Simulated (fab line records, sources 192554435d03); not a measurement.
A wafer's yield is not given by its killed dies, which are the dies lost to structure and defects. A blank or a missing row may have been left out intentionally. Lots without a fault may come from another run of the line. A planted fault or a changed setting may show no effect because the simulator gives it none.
Comparing a struck lot with a sound one -- flow n5Finfet -- 36 steps out of a route of 1938
Sound: the wafers L346.4, L346.5, L346.6. Struck: wafers L347.1, L347.2 (left out: L347.3, a lot-mate that was not struck); the cause follows at the end.
Per side, at each step with rows, come the tool, then ch with its chambers, and then its first start. Under that, the readings that differ: sound wafers -- struck wafers -- difference of the means -- sigmas: that difference in standard deviations of wafers without a fault.
alike: readings with means less than 2 such deviations apart, plus words and numbers identical on both sides. not compared: withheld readings, readings lacking a value on some wafer, bounds such as >300 that could conceal the same value, and numbers that have no deviation in the record and whose values overlap.
The two part at a step that has a row with sigmas, a row that says differs or no value, or rows on one side only. Numbers that don't overlap but have no deviation are shown without sigmas and don't part them. A reading that every wafer of one side lacks parts them only if that side has two wafers or more.

first, 9 steps without rows for these wafers: N5_BEOL_M13_PRE_CLEAN_42 (time 30 s); N5_BEOL_M13_SPUTTER_43 (material TaN, target thk 15 nm, time 24.19 s); N5_BEOL_M13_SPUTTER_44 (material Ta, target thk 10 nm, time 16.13 s); N5_BEOL_M13_SPUTTER_45 (material Cu, target thk 80 nm, time 13.33 s); N5_BEOL_M13_ECD_47 (material Cu, target thk 936 nm); N5_BEOL_M13_ANNEAL_48 (time 90 s); N5_BEOL_M13_CMP_49 (polishes, stops on SiOC, t overpolish 17.1 s, target thk 420 nm); N5_BEOL_M13_PRE_CLEAN_52 (time 15 s); N5_BEOL_M13_DEP_53 (deposits SiCN from 3MS/NH3, target thk 50 nm, time 17.8 s).
N5_BEOL_M14_ILD_DEP_00: deposits SiO2 from TEOS/O2, target thk 1119.3 nm, time 237.4 s.
  sound on pecvd-01 ch 0,1,2, day 13 19:47; struck on pecvd-01 ch 0,2, day 13 22:20
reading,sound,struck,difference,sigmas
runLengthS (s),279.7 280.5 280.1,316.3 315.7,+35.9,+61
model.SiO2_of_BEOL_M14_ILD_DEP_00.thkNm (nm),1121 1126 1122,1300 1279,+166,
  alike: heaterPowerOuterW, heaterPowerW, rfFwdPowerW, showerheadPlenumPTorr, throttleValvePct
N5_BEOL_M14_THK_MEAS_01:
  sound on filmMetro-02, day 13 19:53; struck on filmMetro-01, day 13 22:31
reading,sound,struck,difference,sigmas
M14_ILD_THK (nm),1121 1125 1123,1299 1279,+166,+9
then, 10 steps without rows for these wafers: N5_BEOL_M14_COAT_58 (time 60 s, resist thk 89 nm); N5_BEOL_M14_COAT_04 (resist thk 800 nm); N5_BEOL_M14_EBR_06; N5_BEOL_M14_SOFTBAKE_05 (time 60 s); N5_BEOL_M14_EXPOSE_07 (exposes mask V13); N5_BEOL_M14_PEB_08 (peb time 90 s); N5_BEOL_M14_DEVELOP_09 (develop time 45 s); N5_BEOL_M14_HARDBAKE_14 (time 120 s); N5_BEOL_M14_DESCUM_15 (chemistry O2, time 7.9 s); N5_BEOL_M14_ETCH_59 (etches BARC in N2/H2, target depth 89 nm, overetch 26.7 nm, time 67.9 s).
N5_BEOL_M14_VIA_ETCH_16: etches SiO2 in C4F8/O2/Ar, target depth 1231.3 nm.
  sound on rieDiel-06 ch 0,1,2, day 13 20:32; struck on rieDiel-02 ch 1,2, day 13 23:00
reading,sound,struck,difference,sigmas
model.etch.depthNm (nm),1121 1126 1122,1300 1279,+166,
model.coat_of_BEOL_M14_COAT_04.thkNm (nm),441.2 450.8 453.4,417.8 418.4,-30.4,
  alike: chamberPressureMTorr, drypumpMotorCurrentA, oesProductAu, rfFwdPowerW, rfVppV, showerheadPlenumPTorr, throttleValvePct
then, 13 steps without rows for these wafers: N5_BEOL_M14_STRIP_63 (strips in O2); N5_BEOL_M14_STRIP_64 (strips in O2); N5_BEOL_M14_STRIP_71 (strips in post etch residue remover, time 60 s); N5_BEOL_M14_SRD_72 (time 30 s, dry time 30 s); N5_BEOL_M14_COAT_65 (time 60 s, resist thk 450 nm); N5_BEOL_M14_COAT_66 (time 60 s, resist thk 110 nm); N5_BEOL_M14_COAT_22 (resist thk 300 nm); N5_BEOL_M14_EBR_24; N5_BEOL_M14_SOFTBAKE_23 (time 60 s); N5_BEOL_M14_EXPOSE_25 (exposes mask M14, target cd 280 nm); N5_BEOL_M14_PEB_26 (peb time 90 s); N5_BEOL_M14_DEVELOP_27 (develop time 45 s); N5_BEOL_M14_HARDBAKE_32 (time 120 s).
N5_BEOL_M14_CMP_49: polishes, stops on SiO2, t overpolish 5.2 s, target thk 560 nm.
  sound on cmp-01 ch 1,2, day 14 00:06; struck on cmp-04 ch 0,3, day 14 03:16
reading,sound,struck,difference,sigmas
clearingPlatenRpm (rpm),80.08 80.05 80.02,79.96 79.93,-0.11,-2
model.SiO2_of_BEOL_M14_ILD_DEP_00.thkNm (nm),1044 1051 1042,1222 1197,+164,
  alike: clearingPlatenDownForcePsi, motorCurrentA, retainingRingPressureFrac
  not compared: padLifeWafers

WHERE THEY PART
First at N5_BEOL_M14_ILD_DEP_00; last, within this record, at N5_BEOL_M14_CMP_49.

WHY: what had been put in by the simulator
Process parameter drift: pecvd-01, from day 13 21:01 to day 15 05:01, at N5_BEOL_M14_ILD_DEP_00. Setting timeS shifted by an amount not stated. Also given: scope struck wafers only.
